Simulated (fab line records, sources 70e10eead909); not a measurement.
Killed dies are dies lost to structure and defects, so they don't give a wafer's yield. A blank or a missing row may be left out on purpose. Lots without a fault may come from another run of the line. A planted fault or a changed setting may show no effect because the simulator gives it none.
Chamber matching | flow nand_harc | NHARC_A_CONTACT_DEP_29 on pecvd-01: 3 sister chambers
The step deposits SiON, target thk 70 nm. 3 wafers are shown with their chamber, then 10 later ones without.

WAFERS WITH THEIR CHAMBER
wafer  | chamber | showerhead_vpp_V (V)
L081.1 | 2       | 1262
L093.3 | 1       | 1178
L093.4 | 0       | 1123

WAFERS WITHOUT THEIR CHAMBER
wafer  | showerhead_vpp_V (V)
L093.5 | 1182
L094.3 | 1180
L094.4 | 1275
L094.6 | 1194
L091.3 | 1264
L091.4 | 1241
L091.5 | 1170
L097.1 | 1294
L097.3 | 1126
L097.4 | 1127

WHICH CHAMBER EACH WENT THROUGH
wafer  | from the rows above | in truth
L093.5 | 1                   | 1
L094.3 | 1                   | 1
L094.4 | 2                   | 2
L094.6 | 1                   | 1
L091.3 | 2                   | 2
L091.4 | 2                   | 2
L091.5 | 1                   | 1
L097.1 | 2                   | 2
L097.3 | 0                   | 0
L097.4 | 0                   | 0
Placed correctly: 10 of 10. Can't be placed from these rows: 0. Placed wrongly: 0.
How it was worked out, from the rows above alone: a wafer's distance from a chamber is the root of the sum, over the readings, of the square of ((its reading less the chamber's mean) divided by the reading's scatter). The wafer belongs to the nearest chamber; if the next one is less than 2 further off, it can't be placed. A chamber's mean is the mean of its shown wafers. The scatter: with one shown wafer a chamber, the root of the mean of the squares of how far each hidden wafer lies from its nearest shown one.
